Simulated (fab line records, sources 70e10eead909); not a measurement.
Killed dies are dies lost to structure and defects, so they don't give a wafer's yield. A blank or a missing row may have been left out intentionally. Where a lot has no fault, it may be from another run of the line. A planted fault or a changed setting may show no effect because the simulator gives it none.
A struck lot beside a sound one | flow nand harc | 15 out of 1302 route steps
Sound: the wafers L193.1, L193.3, L193.6. Struck: wafer L209.5. (L209.1, L209.2 of the same lot were not struck and are left out.) The cause comes at the end.
Each step with rows lists, per side, the tool, then ch with its chambers, then its first start. Under that, the readings that differ: sound wafers | struck wafers | difference of the means | sigmas: that difference in standard deviations of wafers without a fault.
alike: same words and numbers on both sides, and readings whose means sit less than 2 such deviations apart. not compared: any withheld reading, any reading some wafer has no value for, any bound like >300 that may hide the same value, and any number with overlapping values for which the record gives no deviation.
The two part at a step that has a row with sigmas, a row that says differs or no value, or rows on one side only. Numbers that have no deviation but don't overlap get no sigmas and don't part them. Lack of a reading on every wafer of one side parts them only where that side has two or more wafers.

first, 5 steps without rows for these wafers: NHARC_A_CONTACT_SOFTBAKE_37 (time 55 s); NHARC_A_CONTACT_EBR_38; NHARC_A_CONTACT_EXPOSE_39 (exposes mask A CC 3); NHARC_A_CONTACT_PEB_40 (peb time 65 s); NHARC_A_CONTACT_DEVELOP_41 (develop time 35 s).
NHARC_A_CONTACT_CD_MEAS_42: target cd 300 nm.
  sound on cd sem-01 ch 0, day 21 13:16; struck on cd sem-03 ch 0, day 27 18:42
  alike: cd nm
NHARC_A_CONTACT_OVL_MEAS_43:
  struck on overlay-02, day 27 18:47; sound on overlay-01, day 21 13:20
  alike: overlay x nm, overlay y nm
NHARC_A_CONTACT_INSPECT_44:
  struck on defect inspect-01, day 27 18:49; sound on defect inspect-02, day 21 13:23
  alike: raw defect count
NHARC_A_CONTACT_DESCUM_47: chemistry O2, time 3 s.
  sound on rie diel-11 ch 0,2,3, day 21 13:26; struck on rie diel-11 ch 3, day 27 18:54
  reading                     | sound       | struck | difference | sigmas
  drypump motor current A (A) | 5.2 6.1 6.2 | 5.1    | -0.7       | -2
  alike: oes product au, rf vpp V, showerhead plenum p Torr, throttle valve pct
  not compared: rf hours counter h
NHARC_A_CONTACT_ETCH_48: etches the open film in CF4, target depth 39 nm, time 65 s.
  sound on rie diel-11 ch 0,1,3, day 21 13:32; struck on rie diel-11 ch 2, day 27 18:58
  alike: drypump motor current A, oes product au, rf vpp V, showerhead plenum p Torr, throttle valve pct
  not compared: rf hours counter h
NHARC_A_CONTACT_ETCH_49: etches the open film in N2/H2, target depth 260 nm, time 475.3 s.
  sound on rie diel-11 ch 1,2,3; struck on rie diel-11 ch 0
  alike: drypump motor current A, oes product au, rf vpp V, showerhead plenum p Torr, throttle valve pct
  not compared: rf hours counter h
NHARC_A_CONTACT_ETCH_50: etches the open film in CF4/CHF3, target depth 121 nm, time 60.5 s.
  sound on rie diel-11 ch 0,1,2; struck on rie diel-11 ch 3
  reading                     | sound       | struck | difference | sigmas
  drypump motor current A (A) | 6.1 5.5 6.1 | 5.1    | -0.8       | -2
  alike: oes product au, rf vpp V, showerhead plenum p Torr, throttle valve pct
  not compared: rf hours counter h
NHARC_A_CONTACT_ETCH_51: etches the open film in O2/COS, target depth 7000 nm, time 1820 s.
  sound on rie diel-11 ch 1,2, day 21 14:04; struck on rie diel-11 ch 2, day 27 19:46
  reading               | sound             | struck | difference | sigmas
  oes product au (a.u.) | 0.990 0.995 0.991 | 0.812  | -0.180     | -16
  alike: drypump motor current A, rf vpp V, showerhead plenum p Torr, throttle valve pct
  not compared: rf hours counter h
NHARC_A_CONTACT_ETCH_111: etches the open film in C4F8/O2/Ar, time 140 s, target depth 700 nm.
  sound on har cap etch-03 ch 0,1, day 21 15:16; struck on har cap etch-02 ch 0, day 27 20:59
  not compared: rf hours counter h
-- jump in the record: it breaks off in module A_CONTACT and resumes in module END (first step shown: number 1302 of the route), and 3 days separate the struck wafers' starts before and after --
NHARC_END_SORT_01:
  only the struck wafers appear in the record here, on prober-02 ch 0 at day 30 21:36; the sound ones have no rows

## WHERE THEY PART
Earliest at NHARC_A_CONTACT_DESCUM_47; latest, in this record, at NHARC_END_SORT_01.

WHY: what the simulator had put in
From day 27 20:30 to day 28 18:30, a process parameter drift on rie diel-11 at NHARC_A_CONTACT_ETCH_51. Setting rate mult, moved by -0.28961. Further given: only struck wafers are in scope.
